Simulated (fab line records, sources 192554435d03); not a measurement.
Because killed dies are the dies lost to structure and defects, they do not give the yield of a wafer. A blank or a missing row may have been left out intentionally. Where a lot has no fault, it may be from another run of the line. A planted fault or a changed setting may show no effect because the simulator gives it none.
Split-lot experiment    flow n5Finfet    39 wafers read from 7 lots, route of 1938 steps

SPLIT DETAILS
At N5_BEOL_M0_SAQP_SPACER1_ALD_98 (deposits SiO2, target thk 12.8 nm, pulse time 1 s, purge time 2 s), the setting aldCycles was moved away from the recipe's 138 on 9 of the 39 wafers read, by -57.2% to -25.4%. The other wafers ran this setting at the recipe's value.

FROM THE SPLIT TO THE READING: what the file shows between them, 2 steps
- N5_BEOL_M0_SAQP_SPACER1_ETCHBACK_99: etches SiO2 in CHF3/O2, target depth 15.4 nm, time 7.7 s
- N5_BEOL_M0_SAQP_MANDREL1_REMOVE_100: chemistry HBr/Cl2/O2, target a-Si, stops on SiNx, bt time 10 s

THE READING
cdNm (nm) at N5_BEOL_M0_SAQP_CD_MEAS_25, where the cd target is 13.1 nm. Typical for fault-free wafers on this fab line: 12.79 nm, with standard deviation 0.21 nm.

wafer   tool, chamber at the split  aldCycles as run  against the recipe  cdNm, nm  against lot-mates on the recipe
L075.2  aldSin-02, 0,1,2            138               recipe              12.75     -
L075.4  aldSin-02, 0,1,2            138               recipe              12.51     -
L075.5  aldSin-02, 0,1,2            138               recipe              12.52     -
L077.1  aldSin-01, 2,0,1,2,1,0      138               recipe              12.69     -
L077.2  aldSin-01, 2,0,1,2,1,0      138               recipe              12.99     -
L077.3  aldSin-01, 2,0,1,2,1,0      138               recipe              12.82     -
L077.4  aldSin-01, 2,0,1,2,1,0      138               recipe              13.04     -
L077.5  aldSin-01, 2,0,1,2,1,0      138               recipe              12.71     -
L077.6  aldSin-01, 2,0,1,2,1,0      138               recipe              12.83     -
L083.1  aldSin-03, 3,2,1,0,0,3      138               recipe              12.53     -
L083.2  aldSin-03, 3,2,1,0,0,3      138               recipe              12.67     -
L083.3  aldSin-03, 3,2,1,0,0,3      138               recipe              12.72     -
L083.4  aldSin-03, 3,2,1,0,0,3      138               recipe              12.72     -
L083.5  aldSin-03, 3,2,1,0,0,3      138               recipe              12.77     -
L083.6  aldSin-03, 3,2,1,0,0,3      138               recipe              12.92     -
L085.1  aldSin-01, 2,0,1,3,3,0      138               recipe              12.84     -
L085.2  aldSin-01, 2,0,1,3,3,0      138               recipe              12.95     -
L085.3  aldSin-01, 2,0,1,3,3,0      138               recipe              12.94     -
L085.4  aldSin-01, 2,0,1,3,3,0      138               recipe              13.04     -
L085.5  aldSin-01, 2,0,1,3,3,0      138               recipe              12.97     -
L085.6  aldSin-01, 2,0,1,3,3,0      138               recipe              12.35     -
L086.1  aldSin-03, 0,3,1            138               recipe              12.89     -
L086.2  aldSin-03, 2,1              99                -28.3%              9.06      -3.78
L086.3  aldSin-03, 0,3,1            138               recipe              13.07     -
L086.4  aldSin-03, 0,3,1            138               recipe              12.55     -
L086.5  aldSin-03, 2,1              99                -28.3%              8.74      -4.10
L086.6  aldSin-03, 0                99                -28.3%              9.49      -3.35
L089.1  aldSin-03, 2                103               -25.4%              9.67      -3.12
L089.2  aldSin-03, 0,3,3            138               recipe              12.78     -
L089.3  aldSin-03, 0,3,3            138               recipe              12.70     -
L089.4  aldSin-03, 1,0              103               -25.4%              9.83      -2.96
L089.5  aldSin-03, 0,3,3            138               recipe              12.90     -
L089.6  aldSin-03, 1,0              103               -25.4%              9.75      -3.04
L095.1  aldSin-03, 0,3              59                -57.2%              5.53      -7.22
L095.2  aldSin-03, 1,2,3            138               recipe              12.80     -
L095.3  aldSin-03, 0,3              59                -57.2%              5.36      -7.39
L095.4  aldSin-03, 1,2,3            138               recipe              12.66     -
L095.5  aldSin-03, 1,2,3            138               recipe              12.79     -
L095.6  aldSin-03, 0                59                -57.2%              5.65      -7.10
If several chambers appear in one row, that row covers several wafers at once and the file leaves open which wafer was in which chamber.

THE FIT
A straight line over all 39 wafers: cdNm changes by +0.127 nm for each +1% of aldCycles; r = +1.00; the points scatter about the line by 0.19 nm.
The same after taking each lot's own level away (the mean of its wafers on the recipe; 39 wafers): +0.127 nm for each +1%; r = +1.00; scatter 0.18 nm.
That fit puts the effect of the largest move of aldCycles on the reading at 7.2 nm.
The lots' own levels span 12.593 to 12.848 nm, that is 1.2 times the standard deviation above.
So the lot-to-lot level changes the slope little: the two slopes agree.
Check: for one of the wafers moved furthest among these (-57.2%), held out of the fit, the line's prediction against its lot-mates is -7.25 nm. Against them it came out at -7.22 nm.

FURTHER SPLITS ON THESE WAFERS
Other splits were also applied to these wafers ahead of the reading. Each is held against what the fit with the lots' levels taken away leaves over:
other split on the same wafers    wafers away from the commonest value  r with cdNm (lot level and that fit taken away)
N5_FIN_SAQP_HM_DEP_03 targetThkA  9                                     -0.24
N5_SDB_ALD_29 aldCycles           9                                     -0.13

THE WHOLE CHAIN: every reading that the file lists as answering this split, in the file's order
step                                 what it does                                                       reading                                                                                     change (the file's fit)                 r (the file's)
N5_BEOL_M0_SAQP_SPACER1_ALD_98       deposits SiO2, target thk 12.8 nm, pulse time 1 s, purge time 2 s  SiO2_of_BEOL_M0_SAQP_SPACER1_ALD_98.thkNm (the simulator's own value, which no gauge read)  +0.128 nm for each +1% of the setting   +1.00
N5_BEOL_M0_SAQP_MANDREL1_REMOVE_100  chemistry HBr/Cl2/O2, target a-Si, stops on SiNx, bt time 10 s     BEOL_M0_SAQP.cdNm (the simulator's own value, which no gauge read)                          +0.126 nm for each +1% of the setting   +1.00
N5_BEOL_M0_SAQP_MANDREL1_REMOVE_100  chemistry HBr/Cl2/O2, target a-Si, stops on SiNx, bt time 10 s     SiO2_of_BEOL_M0_SAQP_SPACER1_ALD_98.thkNm (the simulator's own value, which no gauge read)  +0.0947 nm for each +1% of the setting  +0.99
N5_BEOL_M0_SAQP_CD_MEAS_25           target cd 13.1 nm                                                  cdNm                                                                                        +0.127 nm for each +1% of the setting   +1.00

THE FILE'S OWN FIT
cdNm changes by +0.127 nm for each +1% of aldCycles, r = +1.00.
